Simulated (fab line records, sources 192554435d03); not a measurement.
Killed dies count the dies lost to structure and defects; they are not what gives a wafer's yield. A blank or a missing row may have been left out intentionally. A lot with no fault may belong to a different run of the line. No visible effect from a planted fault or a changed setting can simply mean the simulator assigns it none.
fab line records -- flow n5Finfet
[record] lots = 6, wafers = 18, lastDay = 18
route steps=1938 shown DUMMY_GATE@250 SPACER0@258 SD_EPI_N@262 BEOL_M4@1111 PASSIVATION@1936
lots with no fault: from the same line, run without faults
startH: the number of hours between the record's first day and the start of the first shown wafer of the lot -- waitH: how many hours have passed since the lot's step before this one -- " repeats the value in the row above -- L1.1+2: a single row standing in for several wafers -- - no value present, or no start provided -- * or withheld: withheld -- < > ~ a bound
route shown NAME@n: names a module that has steps shown in the file, with the first one's number in the route -- usual: average and standard deviation across the fault-free wafers -- same: alike in all rows -- chamber/n: place in a boat -- sites: each site's reading -- _std_site: their standard deviation -- _edge_site: inner sites' mean taken away from outer sites' mean -- radiusMm: for every site, how far away it sits from the centre of the wafer -- mask NAME#n: copy n -- behind: tool/chamber where the wafer was last shaped -- hold: why the lot was held/for how many hours/how that ended -- device: names the non-switching transistor (n, p or np) -- end of line: tests of these same wafers at the route's end -- a step with no rows: only its recipe -- killed: dies lost to structure and defects at the first sort, not the wafer's yield -- map: shows each die of a wafer: x if killed, . if not, _ if none is there
set.NAME: the setting as run; set.NAME@STEP: as run at that earlier step -- model.NAME: the simulator's own value behind a step, which no gauge read
lots at some steps of the route; a table a step, a row a wafer
services: a tool's chamber out of use, with start hour (startH, from the record's first day; less than 0 if before it), hours out, and reason
[[steps]]
[step N5_DUMMY_GATE_ETCH_42]
[recipe] chemistry = CHF3/O2, target = SiO2, targetDepthA = 35, timeS = 31, ionEnergyEv = 30, biasW = 12, pressureMtorr = 30, sourceW = 600, Ar_flow_sccm = 200, CHF3_flow_sccm = 50, O2_flow_sccm = 5
[usual] drypumpMotorCurrentA = 5.8/0.49, oes_ar_750_au = 0.80/0.084, oesProductAu = 0.80/0.085, rfVppV = 42.6/1.1, showerheadPlenumPTorr = 2.45/0.071, throttleValvePct = 18.76/0.3
[same] timeS = 31
lot.wafer,tool,chamber,startH,waitH,drypumpMotorCurrentA,oes_ar_750_au,oesProductAu,rfHoursCounterH,rfVppV,showerheadPlenumPTorr,throttleValvePct
L426.3,rieDiel-02,1,78.05,0.0,5.4,0.91,0.91,28,42.5,2.45,18.34
L426.4,rieDiel-02,1,78.05,0.0,5.4,0.90,0.91,-,43.0,2.45,18.36
L426.5,rieDiel-02,0,78.05,0.0,5.1,0.72,0.73,-,43.1,2.41,19.13
L435.1,rieDiel-03,1,125.85,0.0,6.0,0.76,0.76,152,41.5,2.31,18.92
L435.3,rieDiel-03,2,125.85,0.0,5.1,0.81,0.81,87,41.4,2.43,18.89
L435.5,rieDiel-03,2,125.85,0.0,5.1,0.81,0.82,-,42.3,2.43,18.89
L440.3,rieDiel-02,2,161.08,0.1,6.6,0.90,0.91,17,44.0,2.46,18.26
L440.5,rieDiel-02,3,161.08,0.1,6.6,0.92,0.93,-,42.6,2.56,18.66
L440.6,rieDiel-02,0,161.08,0.1,5.1,0.70,0.70,-,43.0,2.40,19.18
L443.1,rieDiel-04,1,174.11,0.1,6.3,0.73,0.74,186,42.9,2.49,18.53
L443.3,rieDiel-04,2,174.11,0.1,5.7,0.73,0.73,149,42.5,2.51,19.14
L443.6,rieDiel-04,3,174.11,0.1,5.7,0.71,0.69,-,43.6,2.45,18.52
L442.2,rieDiel-03,1,174.38,0.0,6.0,0.75,0.76,166,41.9,2.31,18.94
L442.4,rieDiel-03,2,174.38,0.0,5.0,0.79,0.80,101,41.8,2.43,18.93
L442.5,rieDiel-03,2,174.38,0.0,5.0,0.80,0.80,-,41.9,2.43,18.93
L445.2,rieDiel-03,0,186.34,0.0,5.9,0.76,0.75,165,43.1,2.41,18.82
L445.3,rieDiel-03,3,186.34,0.0,5.6,0.90,0.88,36,43.4,2.56,18.50
L445.5,rieDiel-03,3,186.34,0.0,5.7,0.89,0.88,-,42.2,2.56,18.51
[step N5_DUMMY_GATE_STRIP_48]
[recipe] chemistry = N2/H2, timeS = 20, powerW = 100, tempC = 40, pressureMtorr = 100, rfFrequencyHz = 6e+07, biasPowerW = 3, n2FlowSccm = 300, h2FlowSccm = 300
[usual] drypumpMotorCurrentA = 5.8/0.5, oesProductAu = 0.80/0.083, rfVppV = 45.4/0.87, showerheadPlenumPTorr = 3.43/0.1, throttleValvePct = 12.15/0.25
[same] timeS = 20
lot.wafer,tool,chamber,startH,waitH,drypumpMotorCurrentA,oesProductAu,rfHoursCounterH,rfVppV,showerheadPlenumPTorr,throttleValvePct
L426.3,rieDiel-02,1,78.09,0.0,5.4,0.89,28,46.0,3.44,11.74
L426.4,rieDiel-02,1,78.09,0.0,5.4,0.90,-,45.2,3.44,11.75
L426.5,rieDiel-02,0,78.09,0.0,5.2,0.73,-,46.1,3.36,12.46
L435.1,rieDiel-03,1,125.90,0.0,6.0,0.76,152,44.8,3.23,12.29
L435.3,rieDiel-03,2,125.90,0.0,5.0,0.81,87,44.4,3.39,12.15
L435.5,rieDiel-03,2,125.90,0.0,5.0,0.82,-,45.9,3.39,12.15
L440.3,rieDiel-02,2,161.13,0.0,6.6,0.92,17,45.0,3.46,11.81
L440.5,rieDiel-02,3,161.13,0.0,6.6,0.92,-,46.0,3.60,11.97
L440.6,rieDiel-02,0,161.13,0.0,5.2,0.70,-,44.1,3.34,12.52
L443.1,rieDiel-04,1,174.16,0.0,6.3,0.74,186,43.8,3.50,12.02
L443.3,rieDiel-04,2,174.16,0.0,5.7,0.74,149,46.8,3.49,12.44
L443.6,rieDiel-04,3,174.16,0.0,5.8,0.70,-,45.5,3.48,12.26
L442.2,rieDiel-03,1,174.43,0.0,6.0,0.75,166,44.0,3.22,12.35
L442.4,rieDiel-03,2,174.43,0.0,5.0,0.81,101,45.3,3.38,12.18
L442.5,rieDiel-03,2,174.43,0.0,5.1,0.81,-,45.1,3.38,12.18
L445.2,rieDiel-03,0,186.39,0.0,5.9,0.75,165,47.2,3.37,12.30
L445.3,rieDiel-03,3,186.39,0.0,5.6,0.88,36,44.8,3.57,11.84
L445.5,rieDiel-03,3,186.39,0.0,5.6,0.88,-,47.0,3.57,11.83
[step N5_DUMMY_GATE_PRECLEAN_33]
[recipe] chemistry = dHF, timeS = 10, dilution = 750:1, tempC = 25
[step N5_DUMMY_GATE_PRECLEAN_25]
[recipe] chemistry = O3/DIW, timeS = 45, tempC = 22, o3Ppm = 10
[step N5_DUMMY_GATE_PRECLEAN_51]
[recipe] chemistry = SC2, timeS = 45, tempC = 35, mix = 1:1:50
[step N5_DUMMY_GATE_SRD_26]
[recipe] dry = ipaMarangoni, timeS = 30, tempC = 23, rinseLiquid = diw
[step N5_DUMMY_GATE_UV_OZONE_45]
[recipe] timeS = 120, pressureTorr = 760, tempC = 25
[step N5_DUMMY_GATE_INSPECT_27]
[recipe] inspectInstrument = brightfield, mode = aei
[usual] rawDefectCount = 305/92
lot.wafer,tool,chamber,startH,waitH,rawDefectCount
L426.3,defectInspect-02,-,78.29,0.0,358
L426.4,defectInspect-02,-,78.29,0.0,351
L426.5,defectInspect-02,-,78.29,0.0,651
L435.1,defectInspect-02,-,126.09,0.0,279
L435.3,defectInspect-02,-,126.09,0.0,379
L435.5,defectInspect-02,-,126.09,0.0,271
L440.3,defectInspect-02,-,161.32,0.0,388
L440.5,defectInspect-02,-,161.32,0.0,256
L440.6,defectInspect-02,-,161.32,0.0,462
L443.1,defectInspect-02,-,174.35,0.0,294
L443.3,defectInspect-02,-,174.35,0.0,325
L443.6,defectInspect-02,-,174.35,0.0,238
L442.2,defectInspect-02,-,174.62,0.0,256
L442.4,defectInspect-02,-,174.62,0.0,306
L442.5,defectInspect-02,-,174.62,0.0,276
L445.2,defectInspect-01,-,186.58,0.0,191
L445.3,defectInspect-01,-,186.58,0.0,329
L445.5,defectInspect-01,-,186.58,0.0,458
[step N5_SPACER0_ALD_07]
[recipe] material = SiNx, targetThkA = 20, tempC = 400, aldPrecursorFamily = SiH2I2, aldCoReactant = N2/H2-plasma, pressureTorr = 2
[usual] heaterPowerW = 843/94, susceptorTempC = 400.01/0.23
lot.wafer,tool,chamber,startH,waitH,heaterPowerW,susceptorTempC
L426.3,aldSin-03,3,78.32,0.0,815,399.71
L426.4,aldSin-03,2,78.32,0.0,770,400.23
L426.5,aldSin-03,1,78.32,0.0,741,400.24
L435.1,aldSin-03,3,126.13,0.0,821,399.90
L435.3,aldSin-03,0,126.13,0.0,909,400.01
L435.5,aldSin-03,3,126.13,0.0,849,400.23
L440.3,aldSin-03,3,161.35,0.0,841,399.86
L440.5,aldSin-03,3,161.35,0.0,807,400.07
L440.6,aldSin-03,0,161.35,0.0,908,400.19
L443.1,aldSin-04,3,175.02,0.7,980,400.00
L443.3,aldSin-04,0,175.02,0.7,917,399.75
L443.6,aldSin-04,1,175.02,0.7,780,400.01
L442.2,aldSin-01,1,175.04,0.4,708,399.86
L442.4,aldSin-01,0,175.04,0.4,805,399.91
L442.5,aldSin-01,0,175.04,0.4,814,399.81
L445.2,aldSin-03,1,187.13,0.5,738,400.07
L445.3,aldSin-03,0,187.13,0.5,916,399.96
L445.5,aldSin-03,0,187.13,0.5,905,400.15
[step N5_SPACER0_ALD_00]
[recipe] material = SiOCN, targetThkA = 35, tempC = 400, aldPrecursorFamily = alkyl-aminosilane, aldCoReactant = O2/N2-plasma, pulseTimeS = 3, purgeTimeS = 2, coReactantPurgeTimeS = 2, aldCycles = 58, pressureTorr = 2
[usual] heaterPowerW = 843/92, precursorPulseHeightRel = 0.998/0.021, susceptorTempC = 399.98/0.26
lot.wafer,tool,chamber,startH,waitH,heaterPowerW,precursorPulseHeightRel,susceptorTempC
L426.3,aldSin-03,3,78.47,0.1,827,1.024,400.12
L426.4,aldSin-03,2,78.47,0.1,763,0.976,399.35
L426.5,aldSin-03,1,78.47,0.1,742,0.947,399.58
L435.1,aldSin-03,3,126.28,0.1,816,1.017,399.97
L435.3,aldSin-03,0,126.28,0.1,895,1.002,399.84
L435.5,aldSin-03,3,126.28,0.1,833,0.973,400.02
L440.3,aldSin-03,3,161.51,0.1,833,0.971,400.36
L440.5,aldSin-03,3,161.51,0.1,837,0.978,400.65
L440.6,aldSin-03,0,161.51,0.1,922,1.028,400.18
L443.1,aldSin-04,3,175.17,0.1,1002,0.985,399.78
L443.3,aldSin-04,0,175.17,0.1,919,1.007,399.79
L443.6,aldSin-04,1,175.17,0.1,777,0.999,400.13
L442.2,aldSin-01,1,175.20,0.1,713,0.998,400.39
L442.4,aldSin-01,0,175.20,0.1,830,1.017,400.18
L442.5,aldSin-01,0,175.20,0.1,837,0.997,400.12
L445.2,aldSin-03,1,187.28,0.1,748,0.988,400.21
L445.3,aldSin-03,0,187.28,0.1,926,1.007,400.11
L445.5,aldSin-03,0,187.28,0.1,911,1.027,400.01
[step N5_SPACER0_ALD_08]
[recipe] material = SiNx, targetThkA = 20, tempC = 400, aldPrecursorFamily = SiH2I2, aldCoReactant = N2/H2-plasma, pressureTorr = 2
[usual] heaterPowerW = 842/94, susceptorTempC = 400.01/0.24
lot.wafer,tool,chamber,startH,waitH,heaterPowerW,susceptorTempC
L426.3,aldSin-03,3,78.73,0.1,841,399.60
L426.4,aldSin-03,2,78.73,0.1,763,399.86
L426.5,aldSin-03,1,78.73,0.1,724,399.99
L435.1,aldSin-03,3,126.54,0.1,833,400.12
L435.3,aldSin-03,0,126.54,0.1,904,399.69
L435.5,aldSin-03,3,126.54,0.1,828,400.29
L440.3,aldSin-03,3,161.76,0.1,824,400.11
L440.5,aldSin-03,3,161.76,0.1,829,400.10
L440.6,aldSin-03,0,161.76,0.1,915,399.98
L443.1,aldSin-04,3,175.43,0.1,989,400.11
L443.3,aldSin-04,0,175.43,0.1,920,399.96
L443.6,aldSin-04,1,175.43,0.1,751,400.06
L442.2,aldSin-01,1,175.45,0.1,697,399.53
L442.4,aldSin-01,0,175.45,0.1,827,399.89
L442.5,aldSin-01,0,175.45,0.1,836,399.56
L445.2,aldSin-03,1,187.54,0.1,727,400.00
L445.3,aldSin-03,0,187.54,0.1,912,400.11
L445.5,aldSin-03,0,187.54,0.1,919,400.01
[step N5_SPACER0_INSPECT_04]
[recipe] inspectInstrument = darkfield, mode = postDep
[usual] rawDefectCount = 137/42
lot.wafer,tool,chamber,startH,waitH,rawDefectCount
L426.3,defectInspect-02,-,78.90,0.1,180
L426.4,defectInspect-02,-,78.90,0.1,196
L426.5,defectInspect-02,-,78.90,0.1,282
L435.1,defectInspect-02,-,126.69,0.1,160
L435.3,defectInspect-02,-,126.69,0.1,143
L435.5,defectInspect-02,-,126.69,0.1,126
L440.3,defectInspect-02,-,161.92,0.1,208
L440.5,defectInspect-02,-,161.92,0.1,124
L440.6,defectInspect-02,-,161.92,0.1,250
L443.1,defectInspect-01,-,175.59,0.1,122
L443.3,defectInspect-01,-,175.59,0.1,154
L443.6,defectInspect-01,-,175.59,0.1,100
L442.2,defectInspect-01,-,175.61,0.1,122
L442.4,defectInspect-01,-,175.61,0.1,124
L442.5,defectInspect-01,-,175.61,0.1,112
L445.2,defectInspect-02,-,187.70,0.1,138
L445.3,defectInspect-02,-,187.70,0.1,159
L445.5,defectInspect-02,-,187.70,0.1,259
[step N5_SD_EPI_N_COAT_32]
[recipe] resist = SOC, tempC = 250, timeS = 60, spinRpm = 1500, resistThkNm = 350
[usual] heaterPowerTotalW = 500.6/1.7, plateTempC = 249.99/0.19, resistLineTempC = 22.98/0.12
[same] timeS = 60
lot.wafer,tool,chamber,startH,waitH,heaterPowerTotalW,plateTempC,resistLineTempC
L426.3,lithoTrack-05,0,78.93,0.0,502.3,250.00,23.11
L426.4,lithoTrack-05,0,78.93,0.0,502.8,249.96,22.90
L426.5,lithoTrack-05,0,78.93,0.0,503.0,249.99,23.11
L435.1,lithoTrack-01,0,126.73,0.0,498.5,250.14,23.04
L435.3,lithoTrack-01,0,126.73,0.0,502.0,250.04,23.13
L435.5,lithoTrack-01,0,126.73,0.0,502.3,249.96,22.97
L440.3,lithoTrack-05,0,161.95,0.0,512.2,253.80,23.12
L440.5,lithoTrack-05,0,161.95,0.0,513.0,253.74,23.12
L440.6,lithoTrack-05,0,161.95,0.0,510.5,253.88,22.97
L443.1,lithoTrack-04,0,175.62,0.0,498.1,249.82,23.10
L443.3,lithoTrack-04,0,175.62,0.0,498.1,249.90,23.04
L443.6,lithoTrack-04,0,175.62,0.0,497.4,250.11,22.98
L442.2,lithoTrack-05,0,175.64,0.0,508.8,254.35,22.91
L442.4,lithoTrack-05,0,175.64,0.0,509.9,254.03,22.88
L442.5,lithoTrack-05,0,175.64,0.0,511.0,254.15,22.83
L445.2,lithoTrack-04,0,187.73,0.0,502.9,249.89,22.73
L445.3,lithoTrack-04,0,187.73,0.0,499.4,249.90,22.94
L445.5,lithoTrack-04,0,187.73,0.0,498.6,249.85,22.97
[step N5_SD_EPI_N_COAT_33]
[recipe] resist = SiARC, tempC = 220, timeS = 60, spinRpm = 1500, resistThkNm = 35
[step N5_BEOL_M4_RC_MEAS_101]
[usual] DIBL_N = 35.9/1.4, DIBL_P = 35.9/1.7, IOFF_N = 0.160/0.026, IOFF_P = 0.21/0.036, ION_N = 672/11, ION_P = 461/8.1, SS_N = 71.4/0.54, SS_P = 73.2/0.67, VT_N = 249.3/2.7, VT_P = -250/3.9
lot.wafer,tool,chamber,startH,waitH,DIBL_N[mV/V],DIBL_P[mV/V],IOFF_N[nA/um],IOFF_P[nA/um],ION_N[uA/um],ION_P[uA/um],SS_N[mV/dec],SS_P[mV/dec],VT_N[mV],VT_P[mV]
L426.3,prober-02,0,204.73,0.3,33.6,33.4,0.128,0.16,660,457,71.2,71.9,251.0,-257
L426.4,prober-02,0,204.73,0.3,37.0,38.6,0.193,0.24,695,470,71.4,74.5,245.2,-250
L426.5,prober-02,0,204.73,0.3,32.3,32.6,0.111,0.14,654,447,70.7,72.3,252.4,-256
L435.1,prober-01,0,250.32,0.0,37.1,36.1,0.182,0.25,678,466,71.1,74.1,247.4,-245
L435.3,prober-01,0,250.32,0.0,38.1,37.9,0.199,0.26,676,465,72.3,74.0,247.2,-247
L435.5,prober-01,0,250.32,0.0,36.6,36.7,0.176,0.25,686,471,71.2,73.4,247.0,-246
L440.3,prober-01,0,276.71,0.3,33.5,34.0,0.117,0.17,658,454,71.0,71.9,252.2,-251
L440.5,prober-01,0,276.71,0.3,36.8,36.8,0.183,0.21,661,453,72.2,72.8,247.1,-247
L440.6,prober-01,0,276.71,0.3,35.8,35.9,0.159,0.20,665,457,71.8,72.4,249.5,-250
L443.1,prober-02,0,291.59,0.0,37.4,37.5,0.186,0.24,686,467,71.7,73.2,244.6,-249
L443.3,prober-02,0,291.59,0.0,36.3,35.5,0.146,0.21,669,461,71.2,72.5,250.1,-248
L443.6,prober-02,0,291.59,0.0,37.3,36.0,0.164,0.21,661,456,71.2,73.2,250.7,-252
L442.2,prober-02,0,309.51,0.2,36.5,34.8,0.142,0.16,669,456,71.0,73.1,250.3,-257
L442.4,prober-02,0,309.51,0.2,36.6,35.4,0.139,0.16,658,447,71.4,73.3,253.1,-257
L442.5,prober-02,0,309.51,0.2,35.4,33.4,0.124,0.14,665,448,70.8,72.6,252.1,-257
L445.2,prober-02,0,316.42,0.2,39.0,40.0,0.214,0.25,680,464,72.3,74.7,247.5,-248
L445.3,prober-02,0,316.42,0.2,38.4,39.7,0.194,0.24,668,459,71.7,74.4,249.7,-250
L445.5,prober-02,0,316.42,0.2,35.8,36.9,0.151,0.19,663,456,71.6,73.2,252.8,-254
[step N5_PASSIVATION_PROBE_49]
[usual] defectLimitedYield = 90.9/1.5, killed_at_M0_to_M3 = 35/10, killed_at_M4_up = 14/5.2, killedAtContacts = 13/7.3, killedAtFrontEnd = 42/12, killedAtOther = 3.4/2.5, killedDies = 108/18, killedOpen = 70/13, killedShort = 35/8, sort_bin_5_function = 5.4/1, sort_bin_6_memory = 3.4/0.71, sortNPass = 1072/18, sortYieldPct = 90.9/1.5
[same] grossDies = 1180, killedAtBackSide = 0, sort_bin_4_leakage[%] = 0, sort_bin_8_speed[%] = 0
lot.wafer,tool,chamber,startH,waitH,defectLimitedYield[%],killed_at_M0_to_M3,killed_at_M4_up,killedAtContacts,killedAtFrontEnd,killedAtOther,killedDies,killedOpen,killedShort,sort_bin_5_function[%],sort_bin_6_memory[%],sortNPass,sortYieldPct[%]
L443.1,prober-01,-,404.08,0.0,89.9,22,22,30,44,1,119,92,26,5.3,4.6,1061,89.9
L443.3,prober-01,-,404.18,0.1,91.7,27,7,26,37,1,98,68,29,4.7,3.3,1082,91.7
L443.6,prober-01,-,404.33,0.3,88.3,39,16,39,43,1,138,99,37,6.3,5.1,1042,88.3
// killed by level:class
L443.1 MOL_CONTACT_COAG:geometricParticle:open=22 STI_FIN_REVEAL:geometricParticle:open=18 BEOL_M4:geometricParticle:open=13 DUMMY_GATE:geometricParticle:open=7 MOL_CONTACT_COAG:geometricParticle:short=7 BEOL_M3:geometricParticle:open=7 GATE_CUT:geometricParticle:short=5 BEOL_M2:geometricParticle:open=5
L443.3 MOL_CONTACT_COAG:geometricParticle:open=19 STI_FIN_REVEAL:geometricParticle:open=7 BEOL_M3:geometricParticle:open=7 MOL_CONTACT_COAG:geometricParticle:short=6 BEOL_M2:geometricParticle:open=6 FIN_SAQP:geometricParticle:open=5 FIN_SAQP:geometricParticle:short=5 BEOL_M0_SAQP:geometricParticle:short=5
L443.6 MOL_CONTACT_COAG:geometricParticle:open=35 FIN_SAQP:geometricParticle:short=17 BEOL_M2:geometricParticle:open=10 BEOL_M0_SAQP:geometricParticle:short=9 FIN_SAQP:geometricParticle:open=8 STI_FIN_REVEAL:geometricParticle:open=7 BEOL_M0_SAQP:geometricParticle:open=7 BEOL_M4:geometricParticle:open=6
[[services]]
tool,chamber,startH,hours,kind
rieDiel-02,3,58.62,-,clean
rieDiel-02,3,58.62,-,consumableReplace:focusRing
rieDiel-02,3,58.62,-,consumableReplace:showerhead
rieDiel-02,3,58.62,28.6,scheduledDown
rieDiel-02,3,58.62,28.6,ventCycle
aldSin-04,1,63.88,16.2,repair
rieDiel-02,2,87.28,-,clean
rieDiel-02,2,87.28,-,consumableReplace:focusRing
rieDiel-02,2,87.28,19.8,scheduledDown
rieDiel-02,2,87.28,19.8,ventCycle
aldSin-01,-,93.35,1.7,repair
lithoTrack-04,-,98.93,-,consumableReplace:filter
aldSin-03,2,102.83,8.4,repair
lithoTrack-05,-,124.73,-,consumableReplace:filter
rieDiel-03,-,163.99,0.5,repair
lithoTrack-05,-,173.90,-,consumableReplace:filter
rieDiel-03,2,175.88,5.3,repair
aldSin-04,-,176.75,14.0,pm
aldSin-04,0,176.75,14.0,ventCycle
aldSin-04,1,176.75,14.0,ventCycle
aldSin-04,2,176.75,14.0,ventCycle
aldSin-04,3,176.75,14.0,ventCycle
rieDiel-04,3,179.20,-,clean
rieDiel-04,3,179.20,-,consumableReplace:focusRing
[[key]]
[firstSign] step = N5_SD_EPI_N_COAT_32, reading = plateTempC, direction = up, sigmas = 21, usual = *, struck = *
[effect] step = N5_SD_EPI_N_COAT_32, reading = heaterPowerTotalW, direction = up, sigmas = 6.1, usual = *, struck = *
metAt N5_SD_EPI_N_COAT_32
struckWafers L440.3,L440.5,L440.6,L442.2,L442.4,L442.5
onsetBetween 78.93 161.95
[fault] kind = processParameterDrift, tool = lithoTrack-05, chamber = -, onsetH = 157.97, steps = N5_SD_EPI_N_COAT_32, channel = tempC, offset = *, shape = step, endH = 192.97, actsIn = *, stated = *
